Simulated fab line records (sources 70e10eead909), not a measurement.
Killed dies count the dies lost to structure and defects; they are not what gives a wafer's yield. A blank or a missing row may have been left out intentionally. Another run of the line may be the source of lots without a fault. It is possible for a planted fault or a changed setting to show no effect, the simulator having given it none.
Tool commonality check | flow nand-harc | Sample size 13 lots and 39 wafers

== REASON IT WAS OPENED ==
At NHARC_A_M0_CD_MEAS_09 the reading cd-nm is flagged on 2 of 13 lots. Wafers without a fault read 80.0 nm, standard deviation 0.8.
Rule: flag the lot when none of its wafers has a number, or when each of its wafers that has one lies beyond 4 standard deviations from that mean. As for the other lots, they are considered sound.

lot  | measured     | on        | cd-nm (nm), wafer by wafer | flag
L852 | day 22 18:19 | cd-sem-03 | 80.0 81.1 80.4             |
L851 | day 23 05:04 | cd-sem-03 | 79.5 79.6 80.0             |
L854 | day 23 11:09 | cd-sem-03 | 80.0 80.1 81.1             |
L853 | day 23 12:02 | cd-sem-02 | 80.8 79.3 79.6             |
L855 | day 24 19:46 | cd-sem-03 | 80.2 80.0 81.1             |
L858 | day 25 11:10 | cd-sem-03 | 79.1 81.7 80.2             |
L860 | day 26 09:59 | cd-sem-03 | 80.1 81.0 79.6             |
L861 | day 27 02:42 | cd-sem-01 | 79.8 80.6 81.0             |
L863 | day 27 04:45 | cd-sem-03 | 78.7 78.6 80.5             |
L857 | day 28 02:35 | cd-sem-03 | 81.1 80.0 79.9             |
L864 | day 29 00:43 | cd-sem-02 | 80.2 80.4 79.6             |
L868 | day 30 08:11 | cd-sem-03 | 86.2 86.4 87.1             | FLAGGED
L870 | day 31 01:02 | cd-sem-02 | 85.7 85.5 85.8             | FLAGGED
On average the flagged lots' numbers are 86.1 nm, which is +6.1 nm against the usual, or +8 standard deviations.

== LOT BY LOT: THE TOOL USED ==
The record holds 1 process step before the reading, out of a route of 1302 steps. Every cell lists first the tool, next ch and the chambers used by the sampled wafers, and last the start.
lot  | flag    | NHARC_A_M0_PEB_07
L852 |         | litho-track-04 ch 0, day 22 18:14
L851 |         | litho-track-01 ch 0, day 23 04:59
L854 |         | litho-track-04 ch 0, day 23 11:04
L853 |         | litho-track-04 ch 0, day 23 11:57
L855 |         | litho-track-04 ch 0, day 24 19:41
L858 |         | litho-track-06 ch 0, day 25 11:05
L860 |         | litho-track-06 ch 0, day 26 09:54
L861 |         | litho-track-04 ch 0, day 27 02:37
L863 |         | litho-track-06 ch 0, day 27 04:40
L857 |         | litho-track-06 ch 0, day 28 02:30
L864 |         | litho-track-04 ch 0, day 29 00:38
L868 | FLAGGED | litho-track-04 ch 0, day 30 08:05
L870 | FLAGGED | litho-track-04 ch 0, day 31 00:57
What these steps do:
- NHARC_A_M0_PEB_07: peb time 65 s.
- NHARC_A_M0_CD_MEAS_09: target cd 80 nm.

== FLAGGED OVER TOTAL, TOOL BY TOOL (the gauges that took the reading come last) ==
step                  | tool           | lots run | flagged | share of the flagged lots | sound lots run after its first flagged lot
NHARC_A_M0_PEB_07     | litho-track-01 | 1        | 0       | none                      | -
NHARC_A_M0_PEB_07     | litho-track-04 | 8        | 2       | all                       | 0
NHARC_A_M0_PEB_07     | litho-track-06 | 4        | 0       | none                      | -
NHARC_A_M0_CD_MEAS_09 | cd-sem-01      | 1        | 0       | none                      | -
NHARC_A_M0_CD_MEAS_09 | cd-sem-02      | 3        | 1       | some                      | 0
NHARC_A_M0_CD_MEAS_09 | cd-sem-03      | 9        | 1       | some                      | 0

== WHAT THE TABLE ALLOWS ==
1 row of the table ran every flagged lot: litho-track-04 at NHARC_A_M0_PEB_07.
- litho-track-04 at NHARC_A_M0_PEB_07 ran 8 lots, 2 of them flagged. Last sound lot L864 at day 29 00:38, first flagged lot L868 at day 30 08:05; a fault beginning in between fits.
Left over: one tool, litho-track-04 at NHARC_A_M0_PEB_07.

== WHAT THE SIMULATOR HAD INSERTED ==
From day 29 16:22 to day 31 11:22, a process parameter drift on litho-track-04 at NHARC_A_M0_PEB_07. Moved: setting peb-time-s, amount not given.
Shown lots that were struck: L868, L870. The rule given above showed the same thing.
